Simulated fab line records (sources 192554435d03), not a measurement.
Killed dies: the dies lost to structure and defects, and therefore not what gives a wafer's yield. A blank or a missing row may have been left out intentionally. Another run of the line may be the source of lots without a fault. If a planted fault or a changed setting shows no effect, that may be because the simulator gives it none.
Matching of chambers / flow n5Finfet / N5_BEOL_M1_ETCH_64 on rieDiel-03 has 4 sister chambers
The step etches SOC in N2/H2, target depth 75 nm, overetch 15 nm, time 112.5 s. 20 wafers are shown with their chamber, then 10 later ones without.

## WAFERS PAIRED WITH THEIR CHAMBERS
wafer=L076.1; chamber=0; showerheadPlenumPTorr (Torr)=2.53; drypumpMotorCurrentA (A)=6.27; throttleValvePct (%)=18.10
wafer=L076.3; chamber=1; showerheadPlenumPTorr (Torr)=2.45; drypumpMotorCurrentA (A)=5.58; throttleValvePct (%)=18.09
wafer=L076.5; chamber=2; showerheadPlenumPTorr (Torr)=2.64; drypumpMotorCurrentA (A)=5.73; throttleValvePct (%)=17.84
wafer=L078.1; chamber=0; showerheadPlenumPTorr (Torr)=2.53; drypumpMotorCurrentA (A)=6.28; throttleValvePct (%)=18.09
wafer=L078.3; chamber=3; showerheadPlenumPTorr (Torr)=2.40; drypumpMotorCurrentA (A)=5.82; throttleValvePct (%)=17.92
wafer=L078.5; chamber=0; showerheadPlenumPTorr (Torr)=2.53; drypumpMotorCurrentA (A)=6.27; throttleValvePct (%)=18.09
wafer=L079.1; chamber=2; showerheadPlenumPTorr (Torr)=2.64; drypumpMotorCurrentA (A)=5.68; throttleValvePct (%)=17.86
wafer=L079.2; chamber=3; showerheadPlenumPTorr (Torr)=2.39; drypumpMotorCurrentA (A)=5.81; throttleValvePct (%)=17.90
wafer=L079.4; chamber=1; showerheadPlenumPTorr (Torr)=2.45; drypumpMotorCurrentA (A)=5.56; throttleValvePct (%)=18.10
wafer=L080.2; chamber=1; showerheadPlenumPTorr (Torr)=2.45; drypumpMotorCurrentA (A)=5.59; throttleValvePct (%)=18.11
wafer=L080.4; chamber=3; showerheadPlenumPTorr (Torr)=2.39; drypumpMotorCurrentA (A)=5.78; throttleValvePct (%)=17.94
wafer=L080.5; chamber=0; showerheadPlenumPTorr (Torr)=2.53; drypumpMotorCurrentA (A)=6.30; throttleValvePct (%)=18.12
wafer=L082.1; chamber=1; showerheadPlenumPTorr (Torr)=2.44; drypumpMotorCurrentA (A)=5.60; throttleValvePct (%)=18.11
wafer=L082.4; chamber=2; showerheadPlenumPTorr (Torr)=2.63; drypumpMotorCurrentA (A)=5.73; throttleValvePct (%)=17.86
wafer=L082.6; chamber=1; showerheadPlenumPTorr (Torr)=2.44; drypumpMotorCurrentA (A)=5.56; throttleValvePct (%)=18.11
wafer=L085.2; chamber=0; showerheadPlenumPTorr (Torr)=2.53; drypumpMotorCurrentA (A)=6.30; throttleValvePct (%)=18.14
wafer=L085.3; chamber=2; showerheadPlenumPTorr (Torr)=2.63; drypumpMotorCurrentA (A)=5.74; throttleValvePct (%)=17.89
wafer=L085.6; chamber=1; showerheadPlenumPTorr (Torr)=2.44; drypumpMotorCurrentA (A)=5.56; throttleValvePct (%)=18.12
wafer=L086.3; chamber=2; showerheadPlenumPTorr (Torr)=2.63; drypumpMotorCurrentA (A)=5.70; throttleValvePct (%)=17.88
wafer=L086.4; chamber=1; showerheadPlenumPTorr (Torr)=2.44; drypumpMotorCurrentA (A)=5.60; throttleValvePct (%)=18.14

SIGNATURES (means of the wafers above)
reading=showerheadPlenumPTorr; chamber 0=2.5300; chamber 1=2.4443; chamber 2=2.6340; chamber 3=2.3933; scatter within a chamber=0.00473
reading=drypumpMotorCurrentA; chamber 0=6.2840; chamber 1=5.5786; chamber 2=5.7160; chamber 3=5.8033; scatter within a chamber=0.02
reading=throttleValvePct; chamber 0=18.1080; chamber 1=18.1114; chamber 2=17.8660; chamber 3=17.9200; scatter within a chamber=0.0189
Rule: a wafer's distance from a chamber is the root of the sum, over the readings, of the square of ((its reading less the chamber's mean) divided by the reading's scatter). If the next closest chamber is less than 2 further off than the closest, the wafer can't be placed; otherwise it belongs to the closest. How the scatter is found: for the shown wafers, subtract from each reading the mean of its chamber, square and add these, divide the total by (wafers less chambers), then take the root.

## WAFERS WHOSE CHAMBER IS MISSING
wafer=L086.6; showerheadPlenumPTorr (Torr)=2.63; drypumpMotorCurrentA (A)=5.70; throttleValvePct (%)=17.88
wafer=L088.3; showerheadPlenumPTorr (Torr)=2.53; drypumpMotorCurrentA (A)=6.27; throttleValvePct (%)=18.13
wafer=L088.4; showerheadPlenumPTorr (Torr)=2.44; drypumpMotorCurrentA (A)=5.60; throttleValvePct (%)=18.14
wafer=L088.6; showerheadPlenumPTorr (Torr)=2.71; drypumpMotorCurrentA (A)=5.78; throttleValvePct (%)=17.45
wafer=L093.1; showerheadPlenumPTorr (Torr)=2.62; drypumpMotorCurrentA (A)=5.73; throttleValvePct (%)=17.89
wafer=L093.3; showerheadPlenumPTorr (Torr)=2.52; drypumpMotorCurrentA (A)=6.30; throttleValvePct (%)=18.15
wafer=L093.4; showerheadPlenumPTorr (Torr)=2.71; drypumpMotorCurrentA (A)=5.80; throttleValvePct (%)=17.46
wafer=L096.1; showerheadPlenumPTorr (Torr)=2.52; drypumpMotorCurrentA (A)=6.26; throttleValvePct (%)=18.17
wafer=L096.4; showerheadPlenumPTorr (Torr)=2.70; drypumpMotorCurrentA (A)=5.78; throttleValvePct (%)=17.49
wafer=L096.5; showerheadPlenumPTorr (Torr)=2.70; drypumpMotorCurrentA (A)=5.77; throttleValvePct (%)=17.46

## WHICH CHAMBER EACH WENT THROUGH
wafer=L086.6; from the rows above=2; in truth=2
wafer=L088.3; from the rows above=0; in truth=0
wafer=L088.4; from the rows above=1; in truth=1
wafer=L088.6; from the rows above=2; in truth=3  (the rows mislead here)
wafer=L093.1; from the rows above=2; in truth=2
wafer=L093.3; from the rows above=0; in truth=0
wafer=L093.4; from the rows above=2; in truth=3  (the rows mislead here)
wafer=L096.1; from the rows above=0; in truth=0
wafer=L096.4; from the rows above=2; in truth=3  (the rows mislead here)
wafer=L096.5; from the rows above=2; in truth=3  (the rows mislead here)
Correctly placed: 6 of 10. Number that these rows cannot place: 0. 4 placed wrongly.
